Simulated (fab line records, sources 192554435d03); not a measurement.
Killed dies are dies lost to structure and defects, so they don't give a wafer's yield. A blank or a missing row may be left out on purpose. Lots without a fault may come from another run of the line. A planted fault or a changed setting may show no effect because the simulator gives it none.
Chamber matching | flow n5_finfet | N5_STI_FIN_REVEAL_STRIP_24 on rie_diel-05: 4 sister chambers
The step strips in N2/H2, time 90 s. 4 wafers are shown with their chamber, then 11 later ones without.

WAFERS WITH THEIR CHAMBER
wafer  | chamber | drypump_motor_current_A (A)
L077.5 | 2       | 5.7
L087.2 | 3       | 6.1
L093.5 | 1       | 6.1
L094.2 | 0       | 5.4

WAFERS WITHOUT THEIR CHAMBER
wafer  | drypump_motor_current_A (A)
L094.3 | 5.7
L094.5 | 5.7
L095.1 | 6.1
L095.2 | 6.1
L095.4 | 5.4
L096.4 | 5.7
L096.5 | 6.1
L096.6 | 6.2
L097.2 | 6.1
L097.4 | 5.8
L097.5 | 5.7

WHICH CHAMBER EACH WENT THROUGH
wafer  | from the rows above     | in truth
L094.3 | 2                       | 2
L094.5 | 2                       | 2
L095.1 | can't be placed: 1 or 3 | 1
L095.2 | can't be placed: 1 or 3 | 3
L095.4 | 0                       | 0
L096.4 | 2                       | 2
L096.5 | can't be placed: 1 or 3 | 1
L096.6 | can't be placed: 1 or 3 | 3
L097.2 | can't be placed: 1 or 3 | 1
L097.4 | 2                       | 2
L097.5 | 2                       | 2
Placed correctly: 6 of 11. Can't be placed from these rows: 5 (the true chamber is among the candidates in 5). Placed wrongly: 0.
How it was worked out, from the rows above alone: a wafer's distance from a chamber is the root of the sum, over the readings, of the square of ((its reading less the chamber's mean) divided by the reading's scatter). The wafer belongs to the nearest chamber; if the next one is less than 2 further off, it can't be placed. A chamber's mean is the mean of its shown wafers. The scatter: with one shown wafer a chamber, the root of the mean of the squares of how far each hidden wafer lies from its nearest shown one.
